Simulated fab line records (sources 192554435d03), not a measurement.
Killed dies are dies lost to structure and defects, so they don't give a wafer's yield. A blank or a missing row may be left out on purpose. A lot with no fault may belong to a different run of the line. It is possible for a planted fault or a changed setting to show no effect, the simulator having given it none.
Comparing a struck lot with a sound one -- flow n5Finfet -- 14 steps out of a route of 1938
Sound: the wafers L174.1, L174.4, L174.5. The struck wafers were L184.1, L184.3, L184.6. The cause is named last.
Each step with rows lists, per side, the tool, then ch with its chambers, then its first start. Under that, the readings that differ: sound wafers -- struck wafers -- difference of the means -- sigmas: that difference in standard deviations of wafers without a fault.
alike: readings with means less than 2 such deviations apart, plus words and numbers identical on both sides. not compared: withheld readings, readings lacking a value on some wafer, bounds such as >300 that could conceal the same value, and numbers that have no deviation in the record and whose values overlap.
The two part at a step that has a row with sigmas, a row that says differs or no value, or rows on one side only. Numbers that have no deviation but don't overlap get no sigmas and don't part them. A reading that every wafer of one side lacks parts them only if that side has two wafers or more.

first, 9 steps without rows for these wafers: N5_BEOL_M1_EBR_24; N5_BEOL_M1_SOFTBAKE_23 (time 60 s); N5_BEOL_M1_EXPOSE_25 (exposes mask V0, defocus 5 nm, target cd 24 nm); N5_BEOL_M1_PEB_26 (peb time 60 s); N5_BEOL_M1_DEVELOP_27 (develop time 30 s); N5_BEOL_M1_DESCUM_33 (chemistry O2, time 7 s); N5_BEOL_M1_ETCH_77 (etches underlayer in N2/H2, target depth 6.5 nm, time 5.2 s); N5_BEOL_M1_ETCH_69 (etches SiARC in CF4, target depth 15.6 nm, time 26 s); N5_BEOL_M1_ALD_98 (deposits SiO2, target thk 2.5 nm, pulse time 1 s, co reactant pulse time 1 s).
N5_BEOL_M1_ETCHBACK_99: etches SiO2 in CHF3, target depth 5 nm, time 10.4 s.
  sound on rieDiel-02 ch 0,1,2, day 7 18:10; struck on rieDiel-02 ch 1,2,3, day 10 17:39
  no value came back on the struck wafers for any of 7 readings (CHF3_flow_sccm (sccm), biasW (W) and others); on the sound wafers CHF3_flow_sccm (sccm) reads 12.00 12.01 11.98
reading,sound,struck,difference,sigmas
model.CAR-EUV_of_BEOL_M1_COAT_22.thkNm (nm),10.4 10.2 10.4,11.2 11 11.2,+0.8,
  not compared: rfHoursCounterH
N5_BEOL_M1_ETCH_70: etches SOC in N2/H2, target depth 80 nm, overetch 16 nm, time 120 s.
  sound on rieDiel-02 ch 0,1,2, day 7 18:12; struck on rieDiel-02 ch 1,2,3, day 10 17:41
reading,sound,struck,difference,sigmas
oesProductAu (a.u.),0.55 0.67 0.53,0.27 0.26 0.36,-0.29,-5
  alike: drypumpMotorCurrentA, n2FlowSccm, rfVppV, showerheadPlenumPTorr, throttleValvePct
  not compared: rfHoursCounterH
then, 1 step without rows for these wafers: N5_BEOL_M1_STRIP_71 (strips in N2/H2).
N5_BEOL_M4_RC_MEAS_101:
  the record has rows for the sound wafers here (prober-02 ch 0, day 9 07:51) and none for the struck ones
-- record jumps: 6 days separate the struck wafers' starts on either side; left off in module BEOL_M4, taken up again in module PASSIVATION, whose first shown step is the route's number 1936 --
N5_PASSIVATION_PROBE_49:
  sound on prober-02, day 13 09:51; struck on prober-02, day 16 18:07
reading,sound,struck,difference,sigmas
defectLimitedYield (%),88.6 90.8 91.9,0 0 0,-90,-60
killed_at_M0_to_M3,60 32 31,1106 1118 1138,+1080,+90
killedAtOther,14 10 11,5 4 1,-8,-2
killedDies,134 109 96,1180 1180 1180,+1067,+59
killedOnRim,15 15 10,152 152 152,+139,+32
sort_bin_5_function (%),6.6 5.3 4.9,96.4 97.4 98.1,+91.7,+96
sortNPass,1046 1071 1084,0 0 0,-1067,-59
sortYieldPct (%),88.6 90.8 91.9,0 0 0,-90,-60
  alike: killed_at_M4_up, killedAtContacts, killedAtFrontEnd, killedOpen, killedShort, sort_bin_6_memory

WHERE THEY PART
Earliest at N5_BEOL_M1_ETCHBACK_99; latest, in this record, at N5_PASSIVATION_PROBE_49.

WHY: whatever the simulator had introduced
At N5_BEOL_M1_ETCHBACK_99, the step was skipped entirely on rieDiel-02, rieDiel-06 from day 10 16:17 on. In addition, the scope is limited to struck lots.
